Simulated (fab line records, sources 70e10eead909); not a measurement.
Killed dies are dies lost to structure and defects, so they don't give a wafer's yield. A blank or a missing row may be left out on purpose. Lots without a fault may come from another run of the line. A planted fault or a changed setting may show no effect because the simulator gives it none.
Chamber matching | flow nand_harc | NHARC_A_CONTACT_ETCH_92 on rie_diel-12: 4 sister chambers
The step etches the open film in CH3F/O2, target depth 40 nm, time 85.7 s. 4 wafers are shown with their chamber, then 12 later ones without.

WAFERS WITH THEIR CHAMBER
wafer  | chamber | drypump_motor_current_A (A)
L086.1 | 3       | 6.2
L089.1 | 1       | 4.7
L089.3 | 2       | 5.2
L089.4 | 0       | 5.5

WAFERS WITHOUT THEIR CHAMBER
wafer  | drypump_motor_current_A (A)
L094.2 | 6.2
L094.3 | 5.5
L094.4 | 5.2
L093.1 | 4.7
L093.3 | 6.1
L093.6 | 5.5
L095.1 | 4.7
L095.2 | 6.2
L095.4 | 5.2
L096.1 | 5.5
L096.3 | 5.2
L096.5 | 4.7

WHICH CHAMBER EACH WENT THROUGH
wafer  | from the rows above | in truth
L094.2 | 3                   | 3
L094.3 | 0                   | 0
L094.4 | 2                   | 2
L093.1 | 1                   | 1
L093.3 | 3                   | 3
L093.6 | 0                   | 0
L095.1 | 1                   | 1
L095.2 | 3                   | 3
L095.4 | 2                   | 2
L096.1 | 0                   | 0
L096.3 | 2                   | 2
L096.5 | 1                   | 1
Placed correctly: 12 of 12. Can't be placed from these rows: 0. Placed wrongly: 0.
How it was worked out, from the rows above alone: a wafer's distance from a chamber is the root of the sum, over the readings, of the square of ((its reading less the chamber's mean) divided by the reading's scatter). The wafer belongs to the nearest chamber; if the next one is less than 2 further off, it can't be placed. A chamber's mean is the mean of its shown wafers. The scatter: with one shown wafer a chamber, the root of the mean of the squares of how far each hidden wafer lies from its nearest shown one.
